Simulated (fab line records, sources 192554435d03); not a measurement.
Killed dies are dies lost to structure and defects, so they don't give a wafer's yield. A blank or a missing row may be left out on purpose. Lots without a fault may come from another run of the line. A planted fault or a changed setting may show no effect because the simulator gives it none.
fab line records | flow n5_finfet
record lots=7 wafers=21
route steps=1938 shown BEOL_M11@1546 BEOL_M12@1624 BEOL_M14@1739 MIM_TOP@1838
start_h: hours from the record's first day to the start of the lot's first wafer shown | wait_h: hours since the lot's step before | " the same as in the row above | L1.1+2: a row that stands for several wafers | - no value, or no start given | * or withheld: withheld | < > ~ a bound
route shown NAME@n: a module of which the file shows steps, and the number in the route of the first | usual: mean/standard deviation of fault-free wafers | same: alike in all rows | chamber/n: place in a boat | sites: the reading at each site | _std_site: their standard deviation | _edge_site: outer sites' mean less inner sites' | radius_mm: how far each site lies from the wafer's centre | mask NAME#n: copy n | behind: the tool/chamber that last shaped the wafer | hold: why the lot was held/for how many hours/how that ended | device: the transistor (n, p or np) that didn't switch | end of line: the same wafers' tests at the end of the route | a step without rows: its recipe alone | killed: dies lost to structure and defects at the first sort, not the wafer's yield | map: a wafer's dies, x killed, . not, _ none there
set.NAME: the setting as run; set.NAME@STEP: as run at that earlier step | model.NAME: the simulator's own value behind a step, which no gauge read
lots whose settings were changed on purpose; a table a step, a row a wafer
## steps
# step N5_BEOL_M11_EXPOSE_08
# recipe mask_id=M11 na=1.35 source_shape=dipole sigma_inner=0.411 sigma_outer=0.611 polarization=te dose_mj=53.75
# columns lot.wafer tool chamber start_h wait_h mask set.dose_mj
L075.2+6 arfi_scanner-01 0 251.51 - M11#0 53.75
L075.4 " 0 " " M11#0 51.72
L078.2+4+6 arfi_scanner-02 0 299.76 - M11#0 52.18
L080.3+4+6 arfi_scanner-01 0 321.51 - M11#0 53.75
L076.3+6 arfi_scanner-02 0 369.94 - M11#0 55.73
L076.4 " 0 " " M11#0 53.75
L090.2+3 arfi_scanner-02 0 378.90 - M11#0 57.6
L090.6 " 0 " " M11#0 53.75
L091.2+3+5 arfi_scanner-02 0 393.97 - M11#0 53.75
L088.2+6 arfi_scanner-03 0 399.93 - M11#0 53.75
L088.5 " 0 " " M11#0 55.84
# step N5_BEOL_M11_PEB_09
# recipe peb_temp_c=withheld peb_time_s=60 resist=CAR-ArF
# step N5_BEOL_M11_DEVELOP_10
# recipe develop_time_s=30 developer=TMAH resist=CAR-ArF rinse_liquid=diw dry=air_spin dev_temp_c=23
# step N5_BEOL_M11_CD_MEAS_11
# recipe target_cd_nm=64.1 landing_energy_ev=500 detector=se_inlens polarity=opening
# usual cd_nm=64.0/0.58
# columns lot.wafer tool chamber start_h wait_h set.dose_mj@BEOL_M11_EXPOSE_08 cd_nm
L075.2 cd_sem-01 0 251.63 - 53.75 63.6
L075.4 " 0 " " 51.72 62.6
L075.6 " 0 " " 53.75 64.6
L078.2 cd_sem-01 0 299.89 - 52.18 63.3
L078.4 " 0 " " 52.18 63.2
L078.6 " 0 " " 52.18 64.0
L080.3 cd_sem-03 0 321.62 - 53.75 64.2
L080.4 " 0 " " 53.75 63.4
L080.6 " 0 " " 53.75 63.0
L076.3 cd_sem-02 0 370.06 - 55.73 65.7
L076.4 " 0 " " 53.75 64.2
L076.6 " 0 " " 55.73 66.5
L090.2 cd_sem-01 0 379.02 - 57.6 66.6
L090.3 " 0 " " 57.6 67.6
L090.6 " 0 " " 53.75 63.4
L091.2 cd_sem-03 0 394.09 - 53.75 64.2
L091.3 " 0 " " 53.75 63.6
L091.5 " 0 " " 53.75 64.1
L088.2 cd_sem-03 0 400.05 - 53.75 64.8
L088.5 " 0 " " 55.84 66.7
L088.6 " 0 " " 53.75 64.4
# step N5_BEOL_M11_DESCUM_16
# recipe chemistry=O2 time_s=7.9 source_power_w=50 bias_power_w=20 pressure_mtorr=20 rf_frequency_hz=2.712e+07 temp_c=40 resist=CAR-ArF o2_flow_sccm=225
# step N5_BEOL_M11_ETCH_61
# recipe chemistry=CF4 target=SiARC target_depth_a=390 mask_material=CAR-ArF time_s=65 ion_energy_ev=80 pressure_mtorr=40 source_w=545 bias_w=36 Ar_flow_sccm=100 cf4_flow_sccm=100 ends=cleared
# columns lot.wafer tool chamber start_h wait_h set.dose_mj@BEOL_M11_EXPOSE_08 model.BEOL_M11.cd_offset_nm
L075.2 rie_diel-04 1 251.75 0.0 53.75 -0.6
L075.4 " 0 " " 51.72 -1.6
L075.6 " 3 " " 53.75 0.2
L078.2+4 rie_diel-06 3,1 300.20 0.0 52.18 -0.6
L078.6 " 1 " " 52.18 0
L080.3 rie_diel-04 2 322.43 0.0 53.75 -0.2
L080.4 " 0 " " 53.75 -0.8
L080.6 " 2 " " 53.75 -1.2
L076.3 rie_diel-04 1 370.18 0.0 55.73 1.8
L076.4 " 2 " " 53.75 0
L076.6 " 1 " " 55.73 2.6
L090.2 rie_diel-06 2 379.77 0.0 57.6 2.8
L090.3 " 3 " " 57.6 3.6
L090.6 " 1 " " 53.75 -1
L091.2 rie_diel-06 3 394.21 0.0 53.75 0
L091.3 " 0 " " 53.75 -0.6
L091.5 " 3 " " 53.75 0.4
L088.2 rie_diel-06 2 400.62 0.0 53.75 0.6
L088.5 " 0 " " 55.84 2.4
L088.6 " 1 " " 53.75 0
# step N5_BEOL_M11_ETCH_62
# recipe chemistry=N2/H2 target=SOC target_depth_a=1100 overetch_a=220 mask_material=SiARC temp_c=40 time_s=165 ion_energy_ev=200 pressure_mtorr=30 source_w=840 bias_w=150 n2_flow_sccm=200 h2_flow_sccm=200
# columns lot.wafer tool chamber start_h wait_h set.dose_mj@BEOL_M11_EXPOSE_08 model.BEOL_M11.cd_offset_nm
L075.2 rie_diel-04 1 251.80 0.0 53.75 -0.8
L075.4 " 0 " " 51.72 -1.8
L075.6 " 3 " " 53.75 0.2
L078.2 rie_diel-06 3 300.25 0.0 52.18 -0.6
L078.4 " 1 " " 52.18 -0.8
L078.6 " 1 " " 52.18 0
L080.3 rie_diel-04 2 322.48 0.0 53.75 0
L080.4 " 0 " " 53.75 -0.8
L080.6 " 2 " " 53.75 -1.2
L076.3 rie_diel-04 1 370.23 0.0 55.73 1.6
L076.4 " 2 " " 53.75 -0.2
L076.6 " 1 " " 55.73 2.4
L090.2 rie_diel-06 2 379.82 0.0 57.6 2.6
L090.3 " 3 " " 57.6 3.6
L090.6 " 1 " " 53.75 -0.8
L091.2 rie_diel-06 3 394.26 0.0 53.75 0.2
L091.3 " 0 " " 53.75 -0.6
L091.5 " 3 " " 53.75 0.6
L088.2 rie_diel-06 2 400.67 0.0 53.75 0.8
L088.5 " 0 " " 55.84 2.2
L088.6 " 1 " " 53.75 0
# step N5_BEOL_M11_STRIP_68
# recipe chemistry=N2/H2 temp_c=40 n2_flow_sccm=200 h2_flow_sccm=200 rf_frequency_hz=6e+07
# step N5_BEOL_M11_STRIP_67
# recipe chemistry=CF4 resist=SiARC power_w=300 bias_power_w=75 pressure_mtorr=50 cf4_flow_sccm=150 rf_frequency_hz=6e+07
# step N5_BEOL_M11_HM_OPEN_17
# recipe chemistry=Cl2/BCl3 target_depth_a=200 overetch_a=60 target=TiN mask_material=SOC ion_energy_ev=150 pressure_mtorr=10 icp_w=1000 bias_w=126 Cl2_flow_sccm=53.25 bcl3_flow_sccm=21.75 Ar_flow_sccm=25
# columns lot.wafer tool chamber start_h wait_h set.dose_mj@BEOL_M11_EXPOSE_08 model.BEOL_M11.cd_offset_nm
L075.2 rie_metal-03 0 251.99 0.0 53.75 -0.8
L075.4 " 1 " " 51.72 -2
L075.6 " 1 " " 53.75 0
L078.2 rie_metal-01 1 300.44 0.0 52.18 -0.6
L078.4 " 0 " " 52.18 -1
L078.6 " 1 " " 52.18 0
L080.3 rie_metal-01 0 323.31 0.7 53.75 -0.2
L080.4 " 1 " " 53.75 -0.8
L080.6 " 0 " " 53.75 -1.2
L076.3 rie_metal-01 0 370.45 0.1 55.73 1.6
L076.4 " 1 " " 53.75 0
L076.6 " 1 " " 55.73 2.6
L090.2 rie_metal-01 0 380.03 0.1 57.6 2.6
L090.3 " 0 " " 57.6 3.6
L090.6 " 0 " " 53.75 -1
L091.2 rie_metal-03 1 394.47 0.1 53.75 0.2
L091.3 " 0 " " 53.75 -0.6
L091.5 " 1 " " 53.75 0.4
L088.2 rie_metal-03 0 400.85 0.0 53.75 0.8
L088.5 " 1 " " 55.84 2.2
L088.6 " 0 " " 53.75 0.2
# step N5_BEOL_M11_STRIP_19
# recipe chemistry=O2 power_w=400 temp_c=40 pressure_mtorr=30 rf_frequency_hz=6e+07 bias_power_w=0 overash_fraction=0.2 o2_flow_sccm=225
# step N5_BEOL_M11_CD_MEAS_18
# recipe pitch_nm=140 target_cd_nm=70
# usual cd_nm=69.9/0.67
# columns lot.wafer tool chamber start_h wait_h set.dose_mj@BEOL_M11_EXPOSE_08 cd_nm
L075.2 cd_sem-02 - 252.17 0.1 53.75 69.3
L075.4 " - " " 51.72 68.1
L075.6 " - " " 53.75 70.1
L078.2 cd_sem-01 - 300.73 0.1 52.18 69.1
L078.4 " - " " 52.18 69.1
L078.6 " - " " 52.18 70.0
L080.3 cd_sem-03 - 323.63 0.1 53.75 69.6
L080.4 " - " " 53.75 69.7
L080.6 " - " " 53.75 69.0
L076.3 cd_sem-02 - 370.62 0.1 55.73 71.3
L076.4 " - " " 53.75 69.8
L076.6 " - " " 55.73 73.1
L090.2 cd_sem-03 - 380.22 0.1 57.6 72.6
L090.3 " - " " 57.6 73.7
L090.6 " - " " 53.75 69.0
L091.2 cd_sem-03 - 394.79 0.1 53.75 70.5
L091.3 " - " " 53.75 69.1
L091.5 " - " " 53.75 70.4
L088.2 cd_sem-03 - 401.04 0.1 53.75 70.8
L088.5 " - " " 55.84 72.1
L088.6 " - " " 53.75 70.1
# step N5_BEOL_M11_COAT_63
# recipe resist=SOC temp_c=250 time_s=60 spin_rpm=1500 resist_thk_nm=100
# step N5_BEOL_M11_COAT_64
# recipe resist=SiARC temp_c=220 time_s=60 spin_rpm=1500 resist_thk_nm=30
# step N5_BEOL_M11_STRIP_77
# recipe chemistry=N2/H2 time_s=10 power_w=450 temp_c=40 pressure_mtorr=20 rf_frequency_hz=6e+07 bias_power_w=7 n2_flow_sccm=200 h2_flow_sccm=200
# step N5_BEOL_M11_HM_STRIP_39
# recipe chemistry=peroxide_tin_strip material=TiN target_depth_a=250 temp_c=50 time_s=158
# columns lot.wafer tool chamber start_h wait_h set.time_s@BEOL_M11_PECVD_70 model.SiO2_of_BEOL_M11_PECVD_70.thk_nm
L075.2 wet_bench-02 3 254.58 0.0 22.7 19.2
L075.4 " 4 " " 22.7 19.4
L075.6 " 1 " " 22.7 19.6
L078.2 wet_bench-04 4 302.07 0.0 22.7 19.6
L078.4 " 3 " " 25.63 22.8
L078.6 " 1 " " 22.7 20.4
L080.3+4 wet_bench-02 2,1 325.66 0.0 22.7 20
L080.6 " 0 " " 22.7 20.2
L076.3 wet_bench-04 7 374.64 0.0 22.7 20.2
L076.4 " 2 " " 19.97 17.6
L076.6 " 3 " " 19.97 18
L090.2 wet_bench-06 6 384.15 0.0 19.7 17.2
L090.3 " 3 " " 19.7 17.4
L090.6 " 0 " " 22.7 20.2
L091.2 wet_bench-02 7 400.16 0.0 22.7 19.8
L091.3 " 3 " " 22.7 20
L091.5 " 0 " " 22.7 20.2
L088.2 wet_bench-04 0 402.19 0.0 20.49 17.8
L088.5 " 5 " " 20.49 18.2
L088.6 " 6 " " 22.7 20
# step N5_BEOL_M11_SRD_40
# recipe time_s=30 temp_c=23 rinse_liquid=diw dry=ipa_marangoni
# step N5_BEOL_M11_PRECLEAN_42
# recipe chemistry=residue_remover time_s=60 temp_c=40
# step N5_BEOL_M11_SRD_43
# recipe time_s=30 temp_c=23 rinse_liquid=diw dry=ipa_marangoni
# step N5_BEOL_M11_CD_MEAS_35
# recipe target_cd_nm=70 polarity=opening
# usual cd_nm=70.0/0.69
# columns lot.wafer tool chamber start_h wait_h set.dose_mj@BEOL_M11_EXPOSE_08 cd_nm
L075.2 cd_sem-02 - 254.70 0.0 53.75 69.4
L075.4 " - " " 51.72 68.2
L075.6 " - " " 53.75 70.2
L078.2 cd_sem-01 - 302.20 0.0 52.18 69.5
L078.4 " - " " 52.18 69.1
L078.6 " - " " 52.18 70.1
L080.3 cd_sem-01 - 325.78 0.0 53.75 69.7
L080.4 " - " " 53.75 69.7
L080.6 " - " " 53.75 69.1
L076.3 cd_sem-02 - 374.78 0.0 55.73 71.6
L076.4 " - " " 53.75 70.3
L076.6 " - " " 55.73 72.9
L090.2 cd_sem-03 - 384.27 0.0 57.6 72.6
L090.3 " - " " 57.6 73.6
L090.6 " - " " 53.75 68.9
L091.2 cd_sem-02 - 400.38 0.0 53.75 70.2
L091.3 " - " " 53.75 69.0
L091.5 " - " " 53.75 70.6
L088.2 cd_sem-02 - 402.31 0.0 53.75 70.8
L088.5 " - " " 55.84 72.6
L088.6 " - " " 53.75 70.4
# step N5_BEOL_M11_CURE_72
# recipe temp_c=370 time_s=120 ambient=DMADMS/He material=SiCOH_lowk
# step N5_BEOL_M11_DEGAS_44
# recipe ambient=vacuum temp_c=250 time_s=60
# step N5_BEOL_M11_ECD_50
# recipe material=Cu target_thk_a=3180
# step N5_BEOL_M11_ANNEAL_51
# recipe temp_c=225 time_s=90 ambient=N2
# step N5_BEOL_M11_CMP_52
# recipe stop_on=SiCOH_lowk t_overpolish_s=7 down_force_psi=1 platen_rpm=50 clearing_platen_down_force_psi=1.5 clearing_platen_rpm=50 post_cmp_clean=cu_alkaline target_thk_nm=140 clearing_platen_pad_velocity_m_s=0.99484 pad_velocity_m_s=0.99484
# usual barrier_field_endpoint_s=29.1/0.68
# columns lot.wafer tool chamber start_h wait_h set.time_s@BEOL_M11_PECVD_70 barrier_field_endpoint_s
L075.4 cmp-02 1 256.77 0.2 22.7 28.1
L075.2 " 2 " " 22.7 28.7
L075.6 " 0 " " 22.7 28.5
L078.4 cmp-01 1 304.87 0.1 25.63 32.6
L078.2 " 2 " " 22.7 28.0
L078.6 " 2 " " 22.7 29.3
L080.4 cmp-01 3 328.24 0.2 22.7 29.4
L080.3 " 0 " " 22.7 28.3
L080.6 " 2 " " 22.7 29.1
L076.4 cmp-02 1 377.18 0.1 19.97 25.4
L076.3 " 3 " " 22.7 29.0
L076.6 " 1 " " 19.97 26.8
L090.2 cmp-01 1 386.24 0.2 19.7 25.6
L090.3 " 3 " " 19.7 26.9
L090.6 " 0 " " 22.7 28.6
L091.2 cmp-02 2 402.37 0.2 22.7 28.9
L091.3 " 0 " " 22.7 28.8
L091.5 " 2 " " 22.7 30.1
L088.2 cmp-04 2 405.37 0.2 20.49 26.7
L088.5 " 2 " " 20.49 27.6
L088.6 " 3 " " 22.7 29.2
# step N5_BEOL_M12_COAT_66
# recipe resist=SiARC temp_c=220 time_s=60 spin_rpm=1500 resist_thk_nm=110
# columns lot.wafer tool chamber start_h wait_h set.spin_rpm model.SiARC_of_BEOL_M12_COAT_66.thk_nm
L075.2 litho_track-02 0 - - 1426 112.2
L075.4 " 0 " " 1426 112.8
L075.6 " 0 " " 1500 110
L078.2 litho_track-05 0 - - 1633 105.2
L078.4 " 0 " " 1500 110.4
L078.6 " 0 " " 1500 110.2
L080.3 litho_track-02 0 - - 1500 109.8
L080.4 " 0 " " 1500 110.4
L080.6 " 0 " " 1500 110.2
L076.3+6 litho_track-02 0 - - 1381 115.2
L076.4 " 0 " " 1500 111
L090.2 litho_track-01 0 - - 1500 110
L090.3 " 0 " " 1338 116.6
L090.6 " 0 " " 1338 116.8
L091.2 litho_track-05 0 - - 1500 110.2
L091.3 " 0 " " 1500 110
L091.5 " 0 " " 1500 109.6
L088.2+5 litho_track-01 0 - - 1555 108.2
L088.6 " 0 " " 1500 110
# step N5_BEOL_M12_COAT_22
# recipe spin_rpm=2888 resist_thk_nm=300
# step N5_BEOL_M12_EBR_24
# recipe solvent=PGMEA ebr_width_mm=1.5
# step N5_BEOL_M12_DESCUM_33
# recipe chemistry=O2 time_s=7.9 source_power_w=50 bias_power_w=20 pressure_mtorr=20 rf_frequency_hz=2.712e+07 temp_c=40 o2_flow_sccm=225
# step N5_BEOL_M12_ETCH_67
# recipe chemistry=CF4 target=SiARC target_depth_a=1430 time_s=238.3 ion_energy_ev=80 pressure_mtorr=40 source_w=545 bias_w=36 Ar_flow_sccm=100 cf4_flow_sccm=100 ends=cleared
# columns lot.wafer tool chamber start_h wait_h set.spin_rpm@BEOL_M12_COAT_66 model.etch.depth_nm
L075.2 rie_diel-03 3 258.99 0.0 1426 112.2
L075.4 " 1 " " 1426 112.7
L075.6 " 2 " " 1500 109.9
L078.2 rie_diel-03 3 307.14 0.0 1633 105.3
L078.4+6 " 2,0 " " 1500 110.3
L080.3 rie_diel-01 0 330.97 0.0 1500 109.9
L080.4 " 3 " " 1500 110.4
L080.6 " 1 " " 1500 110.3
L076.3 rie_diel-01 1 379.75 0.0 1381 115.1
L076.4 " 0 " " 1500 110.9
L076.6 " 1 " " 1381 115.2
L090.2 rie_diel-03 3 388.34 0.0 1500 110
L090.3 " 1 " " 1338 116.6
L090.6 " 0 " " 1338 116.7
L091.2 rie_diel-03 0 404.86 0.0 1500 110.2
L091.3 " 3 " " 1500 110
L091.5 " 3 " " 1500 109.7
L088.2 rie_diel-03 2 407.76 0.0 1555 108.3
L088.5 " 0 " " 1555 108.2
L088.6 " 3 " " 1500 109.9
# step N5_BEOL_M14_COAT_22
# recipe spin_rpm=2888 resist_thk_nm=300
# columns lot.wafer tool chamber start_h wait_h set.spin_rpm model.coat_of_BEOL_M14_COAT_22.thk_nm
L075.2 litho_track-05 0 - - 3158 288
L075.4 " 0 " " 2888 300.8
L075.6 " 0 " " 2888 300.6
L078.2 litho_track-04 0 - - 3040 291.4
L078.4 " 0 " " 3040 292
L078.6 " 0 " " 2888 299.4
L080.3+4 litho_track-05 0 - - 2888 301.6
L080.6 " 0 " " 2888 301.2
L076.3 litho_track-05 0 - - 2888 299.2
L076.4 " 0 " " 2785 305.2
L076.6 " 0 " " 2888 300
L090.2 litho_track-01 0 - - 2698 311.6
L090.3 " 0 " " 2698 311.2
L090.6 " 0 " " 2888 300.8
L091.2 litho_track-01 0 - - 2720 310.8
L091.3+5 " 0 " " 2888 301.2
L088.2 litho_track-05 0 - - 3012 295.2
L088.5 " 0 " " 2888 301.4
L088.6 " 0 " " 2888 301
# step N5_BEOL_M14_SPUTTER_43
# recipe material=TaN target_thk_a=150 temp_c=50 bias_v=168.6 power_w=15000 chamber_pressure_pa=0.12 time_s=24.19
# columns lot.wafer tool chamber start_h wait_h set.power_w model.TaN_of_BEOL_M14_SPUTTER_43.thk_nm
L075.2 pvd_sputter-02 - 269.74 0.0 15000 14.8
L075.4 " - " " 16110 16.2
L075.6 " - " " 15000 15
L078.2+4+6 pvd_sputter-01 - 320.42 0.0 15000 15
L080.3+4 pvd_sputter-02 - 348.20 0.0 15000 15
L080.6 " - " " 15000 14.8
L076.3 pvd_sputter-03 - 394.88 0.0 15000 14.8
L076.4 " - " " 12370 12.4
L076.6 " - " " 15000 15.2
L090.2 pvd_sputter-01 - 401.41 0.0 12750 12.4
L090.3 " - " " 15000 14.8
L090.6 " - " " 12750 12.6
L091.2 pvd_sputter-01 - 418.46 0.0 13390 13
L091.3 " - " " 15000 15
L091.5 " - " " 15000 15.2
L088.2+6 pvd_sputter-03 - 424.68 0.0 15000 15.2
L088.5 " - " " 16800 17
# step N5_BEOL_M14_DEP_53
# recipe material=SiCN target_thk_a=500 temp_c=withheld precursor=3MS/NH3 pressure_torr=3 rf_w=675 time_s=17.8
# columns lot.wafer tool chamber start_h wait_h set.time_s model.SiCN_of_BEOL_M14_DEP_53.thk_nm
L075.2 pecvd-03 1 270.88 0.0 17.8 48.8
L075.4 " 0 " " 17.8 50.6
L075.6 " 0 " " 17.8 51
L078.2 pecvd-04 1 321.67 0.0 19.59 54.2
L078.4 " 2 " " 17.8 50
L078.6 " 1 " " 17.8 50.2
L080.3 pecvd-03 0 349.32 0.0 17.8 50
L080.4+6 " 1,2 " " 17.8 50.6
L076.3+6 pecvd-02 2,0 396.03 0.0 17.8 50.6
L076.4 " 0 " " 17.8 51.2
L090.2 pecvd-02 2 402.63 0.0 20.31 57
L090.3 " 0 " " 17.8 51.2
L090.6 " 2 " " 17.8 50.8
L091.2 pecvd-04 2 419.80 0.0 17.8 48.2
L091.3 " 1 " " 19.42 53.2
L091.5 " 1 " " 17.8 49.4
L088.2 pecvd-04 1 425.89 0.0 17.8 49.6
L088.5 " 1 " " 15.61 43.8
L088.6 " 2 " " 17.8 49.2
# step N5_MIM_TOP_SPUTTER_03
# recipe material=TiN target_thk_a=350 temp_c=200 power_w=3000 chamber_pressure_pa=0.49996 gas=Ar reactive_partial_pa=0.37997 time_s=89.7
# columns lot.wafer tool chamber start_h wait_h set.time_s model.TiN_of_MIM_TOP_SPUTTER_03.thk_nm
L075.2 pvd_sputter-02 - 281.75 0.0 89.7 34.2
L075.4 " - " " 93.71 35.6
L075.6 " - " " 89.7 34.6
L078.2 pvd_sputter-03 - 330.42 0.0 89.7 34.6
L078.4+6 " - " " 89.7 34.4
L080.3 pvd_sputter-02 - 361.13 0.0 89.7 34.6
L080.4+6 " - " " 89.7 34.8
L076.3 pvd_sputter-03 - 405.35 0.0 101.1 39.8
L076.4 " - " " 101.1 39.6
L076.6 " - " " 101.1 39.2
L090.2 pvd_sputter-01 - 411.98 0.0 102 39.8
L090.3 " - " " 102 39.6
L090.6 " - " " 89.7 34.8
L091.2 pvd_sputter-03 - 431.19 0.0 89.7 35
L091.3 " - " " 89.7 34.6
L091.5 " - " " 89.7 34.8
L088.2 pvd_sputter-01 - 438.31 0.0 89.7 35
L088.5+6 " - " " 89.7 35.2
## key
split step=N5_BEOL_M11_EXPOSE_08 setting=dose_mj stated=53.75 by=wafer
response step=N5_BEOL_M11_CD_MEAS_11 reading=cd_nm change=+0.502 per=1% r=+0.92
response step=N5_BEOL_M11_ETCH_61 reading=model.BEOL_M11.cd_offset_nm change=+0.548 per=1% r=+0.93
response step=N5_BEOL_M11_ETCH_62 reading=model.BEOL_M11.cd_offset_nm change=+0.517 per=1% r=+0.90
response step=N5_BEOL_M11_HM_OPEN_17 reading=model.BEOL_M11.cd_offset_nm change=+0.528 per=1% r=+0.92
response step=N5_BEOL_M11_CD_MEAS_18 reading=cd_nm change=+0.546 per=1% r=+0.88
response step=N5_BEOL_M11_CD_MEAS_35 reading=cd_nm change=+0.539 per=1% r=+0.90
split step=N5_BEOL_M12_COAT_66 setting=spin_rpm stated=1500 by=wafer
response step=N5_BEOL_M12_COAT_66 reading=model.SiARC_of_BEOL_M12_COAT_66.thk_nm change=-0.574 per=1% r=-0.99
response step=N5_BEOL_M12_ETCH_67 reading=model.etch.depth_nm change=-0.568 per=1% r=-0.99
split step=N5_BEOL_M14_COAT_22 setting=spin_rpm stated=2888 by=wafer
response step=N5_BEOL_M14_COAT_22 reading=model.coat_of_BEOL_M14_COAT_22.thk_nm change=-1.48 per=1% r=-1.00
split step=N5_BEOL_M14_SPUTTER_43 setting=power_w stated=15000 by=wafer
response step=N5_BEOL_M14_SPUTTER_43 reading=model.TaN_of_BEOL_M14_SPUTTER_43.thk_nm change=+0.158 per=1% r=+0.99
split step=N5_BEOL_M14_DEP_53 setting=time_s stated=17.8 by=wafer
response step=N5_BEOL_M14_DEP_53 reading=model.SiCN_of_BEOL_M14_DEP_53.thk_nm change=+0.44 per=1% r=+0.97
split step=N5_MIM_TOP_SPUTTER_03 setting=time_s stated=89.7 by=wafer
response step=N5_MIM_TOP_SPUTTER_03 reading=model.TiN_of_MIM_TOP_SPUTTER_03.thk_nm change=+0.349 per=1% r=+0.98
split outside_this_file step=N5_BEOL_M11_PECVD_70 setting=time_s
# split outside_this_file: this setting was split too, and the file shows its column; the key of that split is in another file
